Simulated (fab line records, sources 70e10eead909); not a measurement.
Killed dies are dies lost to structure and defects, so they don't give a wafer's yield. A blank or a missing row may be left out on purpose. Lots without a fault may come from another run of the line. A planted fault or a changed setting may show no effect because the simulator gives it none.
Chamber matching | flow nand_harc | NHARC_P_ZERO_WELL_DESCUM_26 on rie_diel-02: 4 sister chambers
The step chemistry O2, time 3 s. 14 wafers are shown with their chamber, then 7 later ones without.

WAFERS WITH THEIR CHAMBER
wafer  | chamber | showerhead_plenum_p_Torr (Torr) | drypump_motor_current_A (A) | oes_product_au (a.u.)
L107.1 | 3       | 1.87                            | 5.7                         | 1.008
L107.2 | 0       | 1.86                            | 5.6                         | 0.981
L107.6 | 3       | 1.87                            | 5.6                         | 1.016
L108.1 | 2       | 1.82                            | 5.6                         | 0.978
L108.4 | 3       | 1.87                            | 5.7                         | 1.000
L108.5 | 3       | 1.87                            | 5.7                         | 1.014
L110.1 | 0       | 1.85                            | 5.6                         | 0.990
L110.3 | 2       | 1.82                            | 5.5                         | 0.987
L110.6 | 2       | 1.82                            | 5.6                         | 0.981
L111.2 | 2       | 1.82                            | 5.5                         | 0.994
L111.3 | 1       | 2.07                            | 6.1                         | 1.003
L111.4 | 3       | 1.87                            | 5.7                         | 1.010
L112.2 | 3       | 1.87                            | 5.7                         | 1.001
L112.3 | 0       | 1.85                            | 5.6                         | 0.995

SIGNATURES (means of the wafers above)
reading                  | chamber 0 | chamber 1 | chamber 2 | chamber 3 | scatter within a chamber
showerhead_plenum_p_Torr | 1.8533    | 2.0700    | 1.8200    | 1.8700    | 0.00258
drypump_motor_current_A  | 5.600     | 6.100     | 5.550     | 5.683     | 0.0428
oes_product_au           | 0.98867   | 1.00300   | 0.98500   | 1.00817   | 0.00684
Rule: a wafer's distance from a chamber is the root of the sum, over the readings, of the square of ((its reading less the chamber's mean) divided by the reading's scatter). The wafer belongs to the nearest chamber; if the next one is less than 2 further off, it can't be placed. The scatter: the root of (the sum of the squares of (reading less its chamber's mean) over the shown wafers, divided by (wafers less chambers)).

WAFERS WITHOUT THEIR CHAMBER
wafer  | showerhead_plenum_p_Torr (Torr) | drypump_motor_current_A (A) | oes_product_au (a.u.)
L112.6 | 1.87                            | 5.7                         | 1.012
L114.3 | 1.82                            | 5.6                         | 1.010
L114.5 | 2.06                            | 6.1                         | 1.002
L114.6 | 1.82                            | 5.6                         | 0.994
L122.2 | 1.84                            | 5.6                         | 0.987
L122.3 | 1.86                            | 5.6                         | 1.001
L122.4 | 2.06                            | 6.1                         | 0.997

WHICH CHAMBER EACH WENT THROUGH
wafer  | from the rows above     | in truth
L112.6 | 3                       | 3
L114.3 | 2                       | 2
L114.5 | 1                       | 1
L114.6 | 2                       | 2
L122.2 | 0                       | 0
L122.3 | can't be placed: 0 or 3 | 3
L122.4 | 1                       | 1
Placed correctly: 6 of 7. Can't be placed from these rows: 1 (the true chamber is among the candidates in 1). Placed wrongly: 0.
